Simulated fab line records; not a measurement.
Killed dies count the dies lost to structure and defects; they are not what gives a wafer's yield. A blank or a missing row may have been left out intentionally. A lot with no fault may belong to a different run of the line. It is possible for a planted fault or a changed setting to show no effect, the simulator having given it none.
Which tool was responsible? + flow n5Finfet + 69 wafers from 23 lots sampled at 6 of the route's 1938 steps

WHAT THE GAUGES READ, wafer by wafer
The record holds no reading of a measuring or inspecting step that can be judged against a usual standard deviation.

TOOL THAT RAN EACH LOT (tool first, then ch and the chambers of the sampled wafers, then the start)
| lot  | N5_HKMG_FIN_ALD_36                | N5_HKMG_FIN_STRIP_89             | N5_HKMG_FIN_CMP_94           | N5_GATE_CUT_ETCHBACK_00         | N5_MOL_CONTACT_COAG_STRIP_98      | N5_MOL_CONTACT_COAG_ETCHBACK_132  |
|------|-----------------------------------|----------------------------------|------------------------------|---------------------------------|-----------------------------------|-----------------------------------|
| L074 | aldMetal-03 ch 1,2,3, day 4 02:58 | rieDiel-04 ch 1,2,3, day 4 05:38 | cmp-03 ch 1,2,3, day 4 08:58 | rieMetal-02 ch 0,1, day 4 09:14 | rieDiel-05 ch 0,2,3, day 4 19:48  | rieDiel-05 ch 0,1,2, day 5 07:01  |
| L075 | aldMetal-02 ch 1,3, day 4 09:21   | rieDiel-05 ch 0,1, day 4 11:52   | cmp-04 ch 0,1,3, day 4 14:38 | rieMetal-03 ch 0, day 4 14:55   | rieDiel-05 ch 0,1, day 5 04:16    | rieDiel-02 ch 1,2, day 5 12:56    |
| L076 | aldMetal-03 ch 0,1, day 4 13:04   | rieDiel-04 ch 2,3, day 4 15:41   | cmp-02 ch 0,1, day 4 18:28   | rieMetal-03 ch 0, day 4 18:44   | rieDiel-04 ch 0,1,2, day 5 09:14  | rieDiel-04 ch 0,1,2, day 5 18:55  |
| L077 | aldMetal-01 ch 0,2, day 4 20:11   | rieDiel-04 ch 1,2,3, day 4 22:49 | cmp-04 ch 0,1,3, day 5 01:38 | rieMetal-01 ch 0,1, day 5 01:52 | rieDiel-05 ch 0,1, day 5 12:14    | rieDiel-04 ch 0,2, day 5 22:35    |
| L079 | aldMetal-01 ch 2,3, day 5 09:27   | rieDiel-04 ch 1,2,3, day 5 12:32 | cmp-04 ch 1,3, day 5 15:25   | rieMetal-02 ch 0,1, day 5 15:43 | rieDiel-02 ch 1,3, day 5 23:53    | rieDiel-02 ch 2,3, day 6 10:30    |
| L080 | aldMetal-02 ch 0,1,3, day 5 13:19 | rieDiel-02 ch 1,3, day 5 15:58   | cmp-03 ch 0,2,3, day 5 18:55 | rieMetal-01 ch 0,1, day 5 19:10 | rieDiel-02 ch 0,1, day 6 03:13    | rieDiel-04 ch 0,2,3, day 6 14:09  |
| L081 | aldMetal-02 ch 0,2, day 6 00:31   | rieDiel-04 ch 1,3, day 6 03:20   | cmp-03 ch 0,2,3, day 6 06:09 | rieMetal-02 ch 0,1, day 6 06:22 | rieDiel-05 ch 0,1,3, day 6 15:02  | rieDiel-05 ch 0,2,3, day 7 05:13  |
| L082 | aldMetal-02 ch 2,3, day 6 04:13   | rieDiel-05 ch 0,1,3, day 6 06:50 | cmp-04 ch 2,3, day 6 09:37   | rieMetal-03 ch 0,1, day 6 09:52 | rieDiel-05 ch 0,1,3, day 6 17:55  | rieDiel-04 ch 0,1, day 7 05:22    |
| L083 | aldMetal-02 ch 1,2,3, day 6 12:29 | rieDiel-02 ch 0,1,2, day 6 15:22 | cmp-03 ch 0,2,3, day 6 18:12 | rieMetal-03 ch 0,1, day 6 18:24 | rieDiel-04 ch 0,1, day 7 02:23    | rieDiel-05 ch 2,3, day 7 12:50    |
| L084 | aldMetal-02 ch 0,2,3, day 6 15:30 | rieDiel-05 ch 1,2,3, day 6 18:07 | cmp-04 ch 0,1, day 6 20:56   | rieMetal-01 ch 0,1, day 6 21:13 | rieDiel-04 ch 0,2, day 7 06:31    | rieDiel-05 ch 0,2, day 7 16:31    |
| L085 | aldMetal-01 ch 1,2, day 7 02:59   | rieDiel-05 ch 0,3, day 7 05:41   | cmp-03 ch 0,2,3, day 7 08:27 | rieMetal-03 ch 0,1, day 7 08:43 | rieDiel-04 ch 0,3, day 7 18:16    | rieDiel-05 ch 0,1, day 8 05:53    |
| L086 | aldMetal-03 ch 0,2,3, day 7 06:34 | rieDiel-05 ch 0,3, day 7 09:13   | cmp-03 ch 0,1, day 7 11:59   | rieMetal-02 ch 0,1, day 7 12:15 | rieDiel-02 ch 0,2,3, day 7 20:14  | rieDiel-05 ch 0,3, day 8 05:24    |
| L087 | aldMetal-01 ch 0,1, day 7 13:05   | rieDiel-04 ch 0,2,3, day 7 15:38 | cmp-02 ch 1,2, day 7 18:38   | rieMetal-01 ch 0,1, day 7 18:53 | rieDiel-04 ch 0,2,3, day 8 02:55  | rieDiel-02 ch 0,1, day 8 14:06    |
| L088 | aldMetal-01 ch 1,3, day 7 13:56   | rieDiel-04 ch 0,1, day 7 16:33   | cmp-02 ch 1,2,3, day 7 19:26 | rieMetal-03 ch 0,1, day 7 19:38 | rieDiel-05 ch 0,3, day 8 04:39    | rieDiel-05 ch 0,2, day 8 15:03    |
| L089 | aldMetal-02 ch 2,3, day 7 19:44   | rieDiel-05 ch 0,2,3, day 7 22:36 | cmp-03 ch 1,2, day 8 01:22   | rieMetal-02 ch 0,1, day 8 01:38 | rieDiel-02 ch 2,3, day 8 11:10    | rieDiel-02 ch 0,3, day 8 23:21    |
| L090 | aldMetal-01 ch 0,1,3, day 8 00:00 | rieDiel-02 ch 1,2, day 8 02:37   | cmp-03 ch 0,1,2, day 8 05:31 | rieMetal-03 ch 0,1, day 8 05:45 | rieDiel-04 ch 0,2, day 8 13:59    | rieDiel-04 ch 0,2,3, day 9 02:08  |
| L091 | aldMetal-03 ch 1,2, day 8 08:26   | rieDiel-05 ch 0,2, day 8 11:04   | cmp-02 ch 2,3, day 8 14:05   | rieMetal-02 ch 0,1, day 8 14:23 | rieDiel-02 ch 0,2, day 8 22:27    | rieDiel-04 ch 1,2, day 9 07:07    |
| L092 | aldMetal-01 ch 0,1,2, day 8 11:57 | rieDiel-02 ch 0,3, day 8 14:29   | cmp-02 ch 0,1,2, day 8 17:24 | rieMetal-01 ch 0,1, day 8 17:40 | rieDiel-05 ch 0,1,2, day 9 01:52  | rieDiel-02 ch 0,1, day 9 12:55    |
| L093 | aldMetal-01 ch 0,3, day 8 18:25   | rieDiel-02 ch 0,1,3, day 8 21:02 | cmp-03 ch 2,3, day 8 23:51   | rieMetal-01 ch 0,1, day 9 00:08 | rieDiel-05 ch 1,2, day 9 09:14    | rieDiel-02 ch 0,1,3, day 9 20:52  |
| L094 | aldMetal-01 ch 1,2,3, day 9 02:04 | rieDiel-05 ch 0,1,3, day 9 05:05 | cmp-03 ch 0,1,2, day 9 08:04 | rieMetal-02 ch 0,1, day 9 08:18 | rieDiel-02 ch 0,1,3, day 9 16:13  | rieDiel-04 ch 1,2,3, day 10 02:31 |
| L095 | aldMetal-02 ch 1,2,3, day 9 07:11 | rieDiel-04 ch 1,2,3, day 9 09:50 | cmp-04 ch 0,1, day 9 12:38   | rieMetal-02 ch 0,1, day 9 12:54 | rieDiel-05 ch 0,3, day 9 22:14    | rieDiel-05 ch 2,3, day 10 06:50   |
| L096 | aldMetal-02 ch 0,1,2, day 9 11:31 | rieDiel-05 ch 1,2,3, day 9 14:02 | cmp-03 ch 0,2,3, day 9 16:49 | rieMetal-03 ch 0,1, day 9 17:05 | rieDiel-02 ch 1,2,3, day 10 01:02 | rieDiel-02 ch 0,2,3, day 10 11:24 |
| L097 | aldMetal-03 ch 0,1,2, day 9 18:53 | rieDiel-04 ch 0,2,3, day 9 21:31 | cmp-02 ch 1,3, day 10 00:26  | rieMetal-01 ch 1, day 10 00:40  | rieDiel-05 ch 1,2, day 10 08:40   | rieDiel-04 ch 0,1, day 10 18:16   |
- N5_HKMG_FIN_ALD_36: deposits TiN, target thk 1 nm, pulse time 1 s, purge time 3 s.
- N5_HKMG_FIN_STRIP_89: strips SOC in N2/H2, time 20 s.
- N5_HKMG_FIN_CMP_94: polishes, stops on SiNx, t overpolish 4.7 s, target thk 43.299 nm.
- N5_GATE_CUT_ETCHBACK_00: etches W in SF6/Cl2.
- N5_MOL_CONTACT_COAG_STRIP_98: strips in N2/H2.
- N5_MOL_CONTACT_COAG_ETCHBACK_132: etches SiO2 in CHF3, target depth 10 nm, time 6.7 s.

AS READ BY THE TOOLS THEMSELVES (means over the sampled wafers that have a number; for cases with no such wafer, the mark the record gives instead)
N5_HKMG_FIN_ALD_36.
| lot  | tool        | heaterPowerW (W) | precursorPulseHeightRel |
|------|-------------|------------------|-------------------------|
| L074 | aldMetal-03 | 883              | 1.022                   |
| L075 | aldMetal-02 | 866              | 1.003                   |
| L076 | aldMetal-03 | 826              | 1.002                   |
| L077 | aldMetal-01 | 901              | 0.994                   |
| L079 | aldMetal-01 | 806              | 1.005                   |
| L080 | aldMetal-02 | 932              | 1.006                   |
| L081 | aldMetal-02 | 1021             | 0.996                   |
| L082 | aldMetal-02 | 922              | 0.991                   |
| L083 | aldMetal-02 | 892              | 0.998                   |
| L084 | aldMetal-02 | 946              | 1.009                   |
| L085 | aldMetal-01 | 901              | 1.010                   |
| L086 | aldMetal-03 | 871              | 1.008                   |
| L087 | aldMetal-01 | 756              | 0.979                   |
| L088 | aldMetal-01 | 786              | 0.984                   |
| L089 | aldMetal-02 | 907              | 1.005                   |
| L090 | aldMetal-01 | 747              | 1.009                   |
| L091 | aldMetal-03 | 923              | 1.010                   |
| L092 | aldMetal-01 | 840              | 0.988                   |
| L093 | aldMetal-01 | 716              | 1.014                   |
| L094 | aldMetal-01 | 839              | 1.008                   |
| L095 | aldMetal-02 | 892              | 0.996                   |
| L096 | aldMetal-02 | 961              | 1.006                   |
| L097 | aldMetal-03 | 871              | 1.019                   |

N5_HKMG_FIN_STRIP_89.
| lot  | tool       | drypumpMotorCurrentA (A) | oesProductAu (a.u.) | rfVppV (V) | showerheadPlenumPTorr (Torr) | throttleValvePct (%) |
|------|------------|--------------------------|---------------------|------------|------------------------------|----------------------|
| L074 | rieDiel-04 | 6.1                      | 0.82                | 54.1       | 3.29                         | 18.94                |
| L075 | rieDiel-05 | 5.5                      | 0.78                | 55.0       | 3.37                         | 18.84                |
| L076 | rieDiel-04 | 6.1                      | 0.87                | 53.2       | 3.31                         | 19.06                |
| L077 | rieDiel-04 | 6.1                      | 0.81                | 54.0       | 3.28                         | 18.95                |
| L079 | rieDiel-04 | 6.1                      | 0.80                | 54.5       | 3.28                         | 18.97                |
| L080 | rieDiel-02 | 5.6                      | 0.80                | 54.7       | 3.52                         | 18.85                |
| L081 | rieDiel-04 | 6.1                      | 0.74                | 52.8       | 3.25                         | 18.86                |
| L082 | rieDiel-05 | 5.7                      | 0.75                | 54.3       | 3.36                         | 19.11                |
| L083 | rieDiel-02 | 5.7                      | 0.80                | 54.8       | 3.48                         | 18.98                |
| L084 | rieDiel-05 | 5.8                      | 0.82                | 54.7       | 3.39                         | 19.12                |
| L085 | rieDiel-05 | 6.1                      | 0.73                | 53.8       | 3.47                         | 19.20                |
| L086 | rieDiel-05 | 6.1                      | 0.73                | 54.7       | 3.47                         | 19.21                |
| L087 | rieDiel-04 | 6.2                      | 0.83                | 54.2       | 3.39                         | 19.02                |
| L088 | rieDiel-04 | 6.2                      | 0.78                | 53.8       | 3.31                         | 18.85                |
| L089 | rieDiel-05 | 5.9                      | 0.80                | 53.7       | 3.51                         | 18.97                |
| L090 | rieDiel-02 | 5.8                      | 0.76                | 54.2       | 3.46                         | 19.01                |
| L091 | rieDiel-05 | 5.8                      | 0.86                | 55.0       | 3.55                         | 18.75                |
| L092 | rieDiel-02 | 5.5                      | 0.81                | 54.9       | 3.53                         | 18.88                |
| L093 | rieDiel-02 | 5.6                      | 0.80                | 54.0       | 3.52                         | 18.89                |
| L094 | rieDiel-05 | 5.8                      | 0.73                | 53.2       | 3.34                         | 19.14                |
| L095 | rieDiel-04 | 6.1                      | 0.77                | 54.5       | 3.26                         | 19.02                |
| L096 | rieDiel-05 | 5.9                      | 0.78                | 54.1       | 3.37                         | 19.15                |
| L097 | rieDiel-04 | 6.2                      | 0.82                | 54.5       | 3.38                         | 19.07                |

N5_HKMG_FIN_CMP_94.
| lot  | tool   | motorCurrentA (A) |
|------|--------|-------------------|
| L074 | cmp-03 | 12.5              |
| L075 | cmp-04 | 11.7              |
| L076 | cmp-02 | 11.3              |
| L077 | cmp-04 | 12.1              |
| L079 | cmp-04 | 12.2              |
| L080 | cmp-03 | 12.7              |
| L081 | cmp-03 | 12.6              |
| L082 | cmp-04 | 12.9              |
| L083 | cmp-03 | 13.0              |
| L084 | cmp-04 | 12.1              |
| L085 | cmp-03 | 12.9              |
| L086 | cmp-03 | 13.0              |
| L087 | cmp-02 | 12.6              |
| L088 | cmp-02 | 11.9              |
| L089 | cmp-03 | 12.6              |
| L090 | cmp-03 | 12.6              |
| L091 | cmp-02 | 12.3              |
| L092 | cmp-02 | 11.5              |
| L093 | cmp-03 | 12.0              |
| L094 | cmp-03 | 12.8              |
| L095 | cmp-04 | 12.3              |
| L096 | cmp-03 | 12.6              |
| L097 | cmp-02 | 11.7              |

N5_GATE_CUT_ETCHBACK_00.
| lot  | tool        | SF6_flow_sccm (sccm) | drypumpMotorCurrentA (A) | mfcCl2Sccm (sccm) | oesProductAu (a.u.) | throttleValvePct (%) |
|------|-------------|----------------------|--------------------------|-------------------|---------------------|----------------------|
| L074 | rieMetal-02 | 40.09                | 5.2                      | 60.15             | 0.74                | 27.59                |
| L075 | rieMetal-03 | 40.04                | 6.2                      | 59.99             | 0.86                | 27.49                |
| L076 | rieMetal-03 | 40.15                | 6.3                      | 59.96             | 0.85                | 27.49                |
| L077 | rieMetal-01 | 40.08                | 5.8                      | 60.26             | 0.69                | 27.65                |
| L079 | rieMetal-02 | 39.90                | 5.3                      | 60.08             | 0.73                | 27.59                |
| L080 | rieMetal-01 | 40.07                | 5.7                      | 59.92             | 0.67                | 27.86                |
| L081 | rieMetal-02 | 40.00                | 5.3                      | 60.12             | 0.72                | 27.60                |
| L082 | rieMetal-03 | 40.04                | 6.0                      | 60.12             | 0.88                | 27.47                |
| L083 | rieMetal-03 | 39.99                | 6.0                      | 60.03             | 0.86                | 27.47                |
| L084 | rieMetal-01 | 39.99                | 5.7                      | 59.93             | 0.67                | 27.87                |
| L085 | rieMetal-03 | 40.08                | 6.0                      | 60.08             | 0.86                | 27.46                |
| L086 | rieMetal-02 | 39.86                | 5.3                      | 60.01             | 0.72                | 27.59                |
| L087 | rieMetal-01 | 40.01                | 5.8                      | 59.89             | 0.68                | 27.64                |
| L088 | rieMetal-03 | 40.07                | 5.6                      | 59.99             | 0.88                | 27.42                |
| L089 | rieMetal-02 | 39.95                | 5.3                      | 60.00             | 0.72                | 27.60                |
| L090 | rieMetal-03 | 40.00                | 5.6                      | 59.91             | 0.87                | 27.44                |
| L091 | rieMetal-02 | 40.13                | 5.3                      | 59.88             | 0.72                | 27.60                |
| L092 | rieMetal-01 | 39.98                | 5.7                      | 59.88             | 0.66                | 27.89                |
| L093 | rieMetal-01 | 40.03                | 5.8                      | 60.09             | 0.68                | 27.65                |
| L094 | rieMetal-02 | 40.01                | 5.2                      | 60.00             | 0.71                | 27.61                |
| L095 | rieMetal-02 | 40.03                | 5.3                      | 59.97             | 0.71                | 27.61                |
| L096 | rieMetal-03 | 40.04                | 5.6                      | 60.10             | 0.85                | 27.43                |
| L097 | rieMetal-01 | 39.89                | 5.5                      | 60.16             | 0.64                | 28.10                |

N5_MOL_CONTACT_COAG_STRIP_98.
| lot  | tool       | drypumpMotorCurrentA (A) | oesProductAu (a.u.) | rfVppV (V) | showerheadPlenumPTorr (Torr) | throttleValvePct (%) |
|------|------------|--------------------------|---------------------|------------|------------------------------|----------------------|
| L074 | rieDiel-05 | 5.9                      | 0.73                | 54.6       | 3.38                         | 18.96                |
| L075 | rieDiel-05 | 5.4                      | 0.79                | 54.3       | 3.25                         | 18.93                |
| L076 | rieDiel-04 | 6.2                      | 0.87                | 53.6       | 3.35                         | 18.84                |
| L077 | rieDiel-05 | 5.5                      | 0.78                | 54.8       | 3.37                         | 18.76                |
| L079 | rieDiel-02 | 5.6                      | 0.81                | 54.4       | 3.52                         | 18.77                |
| L080 | rieDiel-02 | 5.3                      | 0.88                | 54.0       | 3.56                         | 18.64                |
| L081 | rieDiel-05 | 5.8                      | 0.75                | 55.0       | 3.35                         | 19.00                |
| L082 | rieDiel-05 | 5.7                      | 0.75                | 54.6       | 3.35                         | 19.02                |
| L083 | rieDiel-04 | 6.2                      | 0.85                | 53.5       | 3.43                         | 18.80                |
| L084 | rieDiel-04 | 6.2                      | 0.88                | 54.0       | 3.37                         | 18.96                |
| L085 | rieDiel-04 | 6.3                      | 0.85                | 54.9       | 3.48                         | 18.86                |
| L086 | rieDiel-02 | 5.9                      | 0.75                | 55.0       | 3.45                         | 19.02                |
| L087 | rieDiel-04 | 6.2                      | 0.84                | 53.2       | 3.39                         | 18.93                |
| L088 | rieDiel-05 | 6.1                      | 0.71                | 53.4       | 3.46                         | 19.12                |
| L089 | rieDiel-02 | 6.1                      | 0.70                | 53.6       | 3.42                         | 19.15                |
| L090 | rieDiel-04 | 6.2                      | 0.88                | 54.3       | 3.36                         | 18.98                |
| L091 | rieDiel-02 | 6.0                      | 0.73                | 55.0       | 3.39                         | 19.15                |
| L092 | rieDiel-05 | 5.6                      | 0.81                | 53.6       | 3.39                         | 18.80                |
| L093 | rieDiel-05 | 5.6                      | 0.81                | 54.0       | 3.26                         | 18.96                |
| L094 | rieDiel-02 | 5.6                      | 0.78                | 54.4       | 3.51                         | 18.78                |
| L095 | rieDiel-05 | 5.8                      | 0.73                | 55.3       | 3.47                         | 18.90                |
| L096 | rieDiel-02 | 5.9                      | 0.84                | 54.6       | 3.43                         | 18.92                |
| L097 | rieDiel-05 | 5.5                      | 0.79                | 53.7       | 3.26                         | 18.96                |

N5_MOL_CONTACT_COAG_ETCHBACK_132.
| lot  | tool       | drypumpMotorCurrentA (A) | oesProductAu (a.u.) | rfVppV (V) | showerheadPlenumPTorr (Torr) | throttleValvePct (%) |
|------|------------|--------------------------|---------------------|------------|------------------------------|----------------------|
| L074 | rieDiel-05 | 5.6                      | 0.75                | 526        | 2.31                         | 18.75                |
| L075 | rieDiel-02 | 5.8                      | 0.79                | 531        | 2.46                         | 18.72                |
| L076 | rieDiel-04 | 6.2                      | 0.85                | 521        | 2.38                         | 18.59                |
| L077 | rieDiel-04 | 6.3                      | 0.91                | 524        | 2.46                         | 18.54                |
| L079 | rieDiel-02 | 6.2                      | 0.70                | 529        | 2.38                         | 18.73                |
| L080 | rieDiel-04 | 6.2                      | 0.85                | 525        | 2.41                         | 18.60                |
| L081 | rieDiel-05 | 5.9                      | 0.81                | 528        | 2.49                         | 18.66                |
| L082 | rieDiel-04 | 6.3                      | 0.85                | 522        | 2.43                         | 18.47                |
| L083 | rieDiel-05 | 6.1                      | 0.79                | 526        | 2.47                         | 18.80                |
| L084 | rieDiel-05 | 5.6                      | 0.82                | 530        | 2.49                         | 18.53                |
| L085 | rieDiel-05 | 5.5                      | 0.75                | 528        | 2.37                         | 18.63                |
| L086 | rieDiel-05 | 5.8                      | 0.74                | 527        | 2.45                         | 18.65                |
| L087 | rieDiel-02 | 5.4                      | 0.84                | 526        | 2.52                         | 18.51                |
| L088 | rieDiel-05 | 5.6                      | 0.80                | 530        | 2.49                         | 18.54                |
| L089 | rieDiel-02 | 5.7                      | 0.77                | 525        | 2.47                         | 18.49                |
| L090 | rieDiel-04 | 6.2                      | 0.82                | 526        | 2.40                         | 18.64                |
| L091 | rieDiel-04 | 6.1                      | 0.80                | 522        | 2.30                         | 18.78                |
| L092 | rieDiel-02 | 5.4                      | 0.81                | 528        | 2.51                         | 18.62                |
| L093 | rieDiel-02 | 5.6                      | 0.79                | 526        | 2.49                         | 18.57                |
| L094 | rieDiel-04 | 6.1                      | 0.76                | 523        | 2.30                         | 18.71                |
| L095 | rieDiel-05 | 6.1                      | 0.76                | 526        | 2.47                         | 18.84                |
| L096 | rieDiel-02 | 5.9                      | 0.85                | 526        | 2.43                         | 18.49                |
| L097 | rieDiel-04 | 6.3                      | 0.81                | 522        | 2.42                         | 18.52                |

THE ANSWER, worked out from the rows above alone
Rule: usual is defined by the lots themselves. Put in order of their means at a reading, lots are off if they are a third of the lots or fewer, leave a main group of 4 or more, and stand apart from it by a gap of 3 or more times the standard deviation of the main group's means; of several such gaps the widest counts. A main group whose means are all the same, to the digits that the tables above print for the reading, isn't used. A lot without any number at a reading at which 4 lots or more have one is off too. Where the step has rows for the other lots, those lots are counted as sound. Order of review: gauges by route order, followed by the tools' own readings, for which a lot's mean as printed above is used. The first step at which some lot is off is used, and at that step the reading that is off furthest; a lot without a number counts as furthest.
No lot is off at any reading shown: from this, nothing can be told.

WHAT WAS PUT IN BY THE SIMULATOR
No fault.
